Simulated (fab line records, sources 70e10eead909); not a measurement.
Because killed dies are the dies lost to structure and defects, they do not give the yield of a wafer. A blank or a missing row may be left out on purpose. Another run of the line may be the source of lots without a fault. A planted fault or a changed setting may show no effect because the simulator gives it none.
fab line records -- flow nandHarc -- part 2 of 2: steps 26 to 37 of 37
record: lots: 5, wafers: 15, lastDay: 24
route steps=1159 shown A_STAIRCASE@713 A_SGD_CUT@747
lots untouched by any fault: they come from a run of this same line in which no faults occurred
startH: start of the lot's first displayed wafer, in hours after the record's first day -- waitH: hours since the lot's step before -- " repeats the value in the row above -- L1.1+2: a single row standing in for several wafers -- - no value, or no start was given -- * or withheld: withheld -- < > ~ a bound
route shown NAME@n: names a module that has steps shown in the file, with the first one's number in the route -- usual: average and standard deviation across the fault-free wafers -- same: alike in all rows -- chamber/n: place in a boat -- sites: the reading at each site -- _std_site: how widely they spread, as a standard deviation -- _edge_site: the outer-site mean with the inner-site mean subtracted -- radiusMm: for every site, how far away it sits from the centre of the wafer -- mask NAME#n: copy n -- behind: the tool/chamber that last shaped the wafer -- hold: why the lot went on hold/how many hours it stayed there/how the hold came to an end -- device: which transistor (n, p or np) failed to switch -- end of line: at the end of the route, the tests of the same wafers -- a step given without rows: its recipe and nothing more -- killed: dies that structure and defects cost at the first sort, which is not the same as the wafer's yield -- map: a wafer's dies, x killed, . not, _ none there
set.NAME: setting as actually run; set.NAME@STEP: the setting as run at that earlier step -- model.NAME: the simulator's own value behind a step, which no gauge read
a table for each step, a row for each wafer; lots at some steps of the route
services: the hour from which a tool's chamber was out of use, counted from the record's first day as startH (under 0 if before that day), plus the number of hours and why
== steps ==
step: NHARC_A_STAIRCASE_DEP_471
recipe: targetThkA: 1000, tempC: 400, pressureTorr: 6.5, rfW: 900, teosFlowSccm: 161.4, flowSccm: 2650, targetThkNm: 100, gas: O2, material: SiO2
usual: chamberPressureTorr: 6.500/0.015, heaterPowerW: 598/98, throttleValvePct: 16.1/0.57
lot.wafer,tool,chamber,startH,waitH,chamberPressureTorr,heaterPowerW,throttleValvePct
L078.1,pecvd-02,2,320.29,-,6.502,475,16.3
L078.6,pecvd-02,0,320.29,-,6.489,462,16.7
L078.4,pecvd-02,1,320.29,-,6.504,537,16.7
L084.4,pecvd-02,0,366.80,-,6.510,434,15.7
L084.6,pecvd-02,1,366.80,-,6.506,524,16.7
L084.5,pecvd-02,2,366.80,-,6.482,558,16.2
L086.2,pecvd-02,1,390.14,-,6.503,638,16.5
L086.1,pecvd-02,0,390.14,-,6.497,515,15.8
L086.5,pecvd-02,0,390.14,-,6.511,526,15.6
L093.1,pecvd-04,2,420.94,-,6.489,595,15.4
L093.3,pecvd-04,1,420.94,-,6.513,626,16.2
L093.6,pecvd-04,0,420.94,-,6.490,695,16.0
L094.6,pecvd-04,1,437.63,-,6.485,589,16.4
L094.4,pecvd-04,2,437.63,-,6.482,748,15.5
L094.5,pecvd-04,0,437.63,-,6.488,689,15.9
step: NHARC_A_STAIRCASE_CMP_472
recipe: material: SiO2
usual: motorCurrentA: 11.6/1.1, padLifeWafers: 243/170, slurryFilterDpKPa: 13.50/0.14
lot.wafer,tool,chamber,startH,waitH,motorCurrentA,padLifeWafers,slurryFilterDpKPa
L078.1,cmp-04,1,320.53,0.2,11.9,91,13.48
L078.4,cmp-04,2,320.53,0.2,14.2,92,13.46
L078.6,cmp-04,0,320.53,0.2,10.1,-,13.55
L084.4,cmp-04,3,367.01,0.2,10.0,385,13.68
L084.6,cmp-04,2,367.01,0.2,13.2,-,13.65
L084.5,cmp-04,3,367.01,0.2,9.6,-,13.50
L086.1,cmp-02,0,390.42,0.2,10.2,342,13.52
L086.2,cmp-02,3,390.42,0.2,11.0,345,13.55
L086.5,cmp-02,1,390.42,0.2,10.8,-,13.41
L093.1,cmp-04,0,421.23,0.3,10.6,121,13.52
L093.3,cmp-04,1,421.23,0.3,12.1,122,13.48
L093.6,cmp-04,0,421.23,0.3,10.6,-,13.33
L094.4,cmp-01,2,437.89,0.2,14.1,351,13.52
L094.6,cmp-01,3,437.89,0.2,11.1,-,13.68
L094.5,cmp-01,0,437.89,0.2,12.7,-,13.50
step: NHARC_A_STAIRCASE_SRD_474
lot.wafer,tool,chamber,startH,waitH
L078.4+6+1,wetBench-07,"3,6,0",320.76,0.0
L084.5+4+6,wetBench-04,"4,6,7",367.25,0.0
L086.1+2+5,wetBench-02,"2,5,7",390.68,0.0
L093.6+1+3,wetBench-02,"7,0,1",421.48,0.0
L094.6+5+4,wetBench-07,"7,2,3",438.08,0.0
step: NHARC_A_STAIRCASE_INSPECT_155
usual: rawDefectCount: 347/130
lot.wafer,tool,chamber,startH,waitH,rawDefectCount
L078.1,defectInspect-02,-,320.85,0.1,280
L078.4,defectInspect-02,-,320.85,0.1,214
L078.6,defectInspect-02,-,320.85,0.1,524
L084.4,defectInspect-02,-,367.33,0.1,308
L084.5,defectInspect-02,-,367.33,0.1,372
L084.6,defectInspect-02,-,367.33,0.1,293
L086.1,defectInspect-01,-,390.76,0.1,371
L086.2,defectInspect-01,-,390.76,0.1,456
L086.5,defectInspect-01,-,390.76,0.1,245
L093.1,defectInspect-02,-,421.55,0.1,259
L093.3,defectInspect-02,-,421.55,0.1,402
L093.6,defectInspect-02,-,421.55,0.1,265
L094.4,defectInspect-01,-,438.17,0.1,341
L094.5,defectInspect-01,-,438.17,0.1,252
L094.6,defectInspect-01,-,438.17,0.1,359
step: NHARC_A_SGD_CUT_DEP_00
recipe: targetThkA: 500, tempC: 400, targetThkNm: 50, flowSccm: 200, rfW: 450, material: SiNx
usual: heaterPowerW: 729/110
lot.wafer,tool,chamber,startH,waitH,heaterPowerW
L078.1,pecvd-01,1,320.97,0.1,832
L078.6,pecvd-01,2,320.97,0.1,730
L078.4,pecvd-01,1,320.97,0.1,829
L084.4,pecvd-02,0,367.48,0.2,626
L084.5,pecvd-02,1,367.48,0.2,766
L084.6,pecvd-02,2,367.48,0.2,674
L086.1,pecvd-01,0,390.83,0.1,576
L086.2,pecvd-01,1,390.83,0.1,844
L086.5,pecvd-01,2,390.83,0.1,767
L093.3,pecvd-02,0,421.73,0.2,638
L093.1,pecvd-02,1,421.73,0.2,818
L093.6,pecvd-02,1,421.73,0.2,795
L094.6,pecvd-03,2,438.32,0.1,703
L094.5,pecvd-03,0,438.32,0.1,640
L094.4,pecvd-03,1,438.32,0.1,808
step: NHARC_A_SGD_CUT_DEHYDRATE_01
recipe: tempC: 150, timeS: 120
usual: plateTempC: 150.05/0.13
lot.wafer,tool,chamber,startH,waitH,plateTempC
L078.1,lithoTrack-01,0,321.19,0.2,150.06
L078.4,lithoTrack-01,0,321.19,0.2,149.92
L078.6,lithoTrack-01,0,321.19,0.2,149.87
L084.4,lithoTrack-06,0,367.67,0.2,150.06
L084.5,lithoTrack-06,0,367.67,0.2,150.09
L084.6,lithoTrack-06,0,367.67,0.2,150.10
L086.1,lithoTrack-01,0,391.10,0.2,150.25
L086.2,lithoTrack-01,0,391.10,0.2,150.22
L086.5,lithoTrack-01,0,391.10,0.2,149.94
L093.1,lithoTrack-01,0,421.97,0.2,150.19
L093.3,lithoTrack-01,0,421.97,0.2,150.23
L093.6,lithoTrack-01,0,421.97,0.2,150.20
L094.4,lithoTrack-01,0,438.50,0.1,149.97
L094.5,lithoTrack-01,0,438.50,0.1,150.05
L094.6,lithoTrack-01,0,438.50,0.1,150.05
step: NHARC_A_SGD_CUT_HMDS_02
recipe: timeS: 30
lot.wafer,tool,chamber,startH,waitH
L078.1+4+6,lithoTrack-01,0,-,-
L084.4+5+6,lithoTrack-06,0,-,-
L086.1+2+5,lithoTrack-01,0,-,-
L093.1+3+6,lithoTrack-01,0,-,-
L094.4+5+6,lithoTrack-01,0,-,-
step: NHARC_A_SGD_CUT_COAT_56
recipe: tempC: 260, timeS: 75
usual: plateTempC: 260.01/0.18
lot.wafer,tool,chamber,startH,waitH,plateTempC
L078.1,lithoTrack-01,0,-,-,260.14
L078.4,lithoTrack-01,0,-,-,260.14
L078.6,lithoTrack-01,0,-,-,260.35
L084.4,lithoTrack-06,0,-,-,259.98
L084.5,lithoTrack-06,0,-,-,259.93
L084.6,lithoTrack-06,0,-,-,259.75
L086.1,lithoTrack-01,0,-,-,260.02
L086.2,lithoTrack-01,0,-,-,259.94
L086.5,lithoTrack-01,0,-,-,259.99
L093.1,lithoTrack-01,0,-,-,260.21
L093.3,lithoTrack-01,0,-,-,260.29
L093.6,lithoTrack-01,0,-,-,260.05
L094.4,lithoTrack-01,0,-,-,259.85
L094.5,lithoTrack-01,0,-,-,259.85
L094.6,lithoTrack-01,0,-,-,259.74
step: NHARC_A_SGD_CUT_COAT_57
recipe: tempC: 225, timeS: 65
usual: plateTempC: 224.99/0.15
lot.wafer,tool,chamber,startH,waitH,plateTempC
L078.1,lithoTrack-01,0,-,-,224.99
L078.4,lithoTrack-01,0,-,-,224.92
L078.6,lithoTrack-01,0,-,-,225.19
L084.4,lithoTrack-06,0,-,-,225.18
L084.5,lithoTrack-06,0,-,-,224.99
L084.6,lithoTrack-06,0,-,-,225.20
L086.1,lithoTrack-01,0,-,-,225.03
L086.2,lithoTrack-01,0,-,-,225.15
L086.5,lithoTrack-01,0,-,-,225.06
L093.1,lithoTrack-01,0,-,-,224.83
L093.3,lithoTrack-01,0,-,-,224.97
L093.6,lithoTrack-01,0,-,-,225.05
L094.4,lithoTrack-01,0,-,-,224.91
L094.5,lithoTrack-01,0,-,-,224.98
L094.6,lithoTrack-01,0,-,-,225.01
step: NHARC_A_SGD_CUT_COAT_03
recipe: spinRpm: 1500, resistThkNm: 90
usual: spinSpeedRpm: 1500.0/0.98
lot.wafer,tool,chamber,startH,waitH,spinSpeedRpm
L078.1,lithoTrack-01,0,-,-,1499.2
L078.4,lithoTrack-01,0,-,-,1499.4
L078.6,lithoTrack-01,0,-,-,1499.5
L084.4,lithoTrack-06,0,-,-,1500.4
L084.5,lithoTrack-06,0,-,-,1498.4
L084.6,lithoTrack-06,0,-,-,1497.7
L086.1,lithoTrack-01,0,-,-,1499.7
L086.2,lithoTrack-01,0,-,-,1500.6
L086.5,lithoTrack-01,0,-,-,1500.3
L093.1,lithoTrack-01,0,-,-,1499.9
L093.3,lithoTrack-01,0,-,-,1499.0
L093.6,lithoTrack-01,0,-,-,1499.4
L094.4,lithoTrack-01,0,-,-,1499.4
L094.5,lithoTrack-01,0,-,-,1498.6
L094.6,lithoTrack-01,0,-,-,1498.9
step: NHARC_A_SGD_CUT_SOFTBAKE_04
recipe: tempC: 105, timeS: 55
usual: plateTempC: 105.00/0.12
lot.wafer,tool,chamber,startH,waitH,plateTempC
L078.1,lithoTrack-01,0,-,-,104.88
L078.4,lithoTrack-01,0,-,-,104.98
L078.6,lithoTrack-01,0,-,-,104.99
L084.4,lithoTrack-06,0,-,-,105.03
L084.5,lithoTrack-06,0,-,-,105.10
L084.6,lithoTrack-06,0,-,-,105.07
L086.1,lithoTrack-01,0,-,-,105.01
L086.2,lithoTrack-01,0,-,-,105.10
L086.5,lithoTrack-01,0,-,-,105.04
L093.1,lithoTrack-01,0,-,-,105.09
L093.3,lithoTrack-01,0,-,-,105.17
L093.6,lithoTrack-01,0,-,-,104.99
L094.4,lithoTrack-01,0,-,-,104.93
L094.5,lithoTrack-01,0,-,-,105.06
L094.6,lithoTrack-01,0,-,-,104.99
step: NHARC_A_SGD_CUT_EBR_05
lot.wafer,tool,chamber,startH,waitH
L078.1+4+6,lithoTrack-01,0,-,-
L084.4+5+6,lithoTrack-06,0,-,-
L086.1+2+5,lithoTrack-01,0,-,-
L093.1+3+6,lithoTrack-01,0,-,-
L094.4+5+6,lithoTrack-01,0,-,-
== services ==
tool,chamber,startH,hours,kind
lithoTrack-06,-,292.00,7.0,pm
pecvd-03,-,292.43,13.0,pm
cmp-04,-,301.00,4.0,pm
rieDiel-12,3,307.51,4.4,repair
cmp-02,-,324.57,4.0,pm
rieDiel-12,3,331.57,3.6,repair
pecvd-02,-,334.44,13.0,pm
cmp-04,-,338.98,0.4,repair
wetBench-04,-,339.20,8.0,pm
lithoTrack-02,-,340.02,7.0,pm
rieDiel-10,-,353.52,9.0,pm
wetBench-02,-,356.10,8.0,pm
cmp-04,-,360.20,1.5,repair
plasmaAsher-02,-,360.29,9.0,pm
pecvd-04,0,371.29,4.1,repair
cmp-02,-,372.48,1.2,repair
pecvd-04,-,376.00,13.0,pm
rieDiel-12,-,379.62,9.0,pm
lithoTrack-03,-,388.00,7.0,pm
rieDiel-11,-,398.65,9.0,pm
cmp-04,-,399.13,4.0,pm
plasmaAsher-02,-,403.26,1.9,repair
lithoTrack-05,-,412.00,7.0,pm
rieDiel-11,3,429.84,5.1,repair
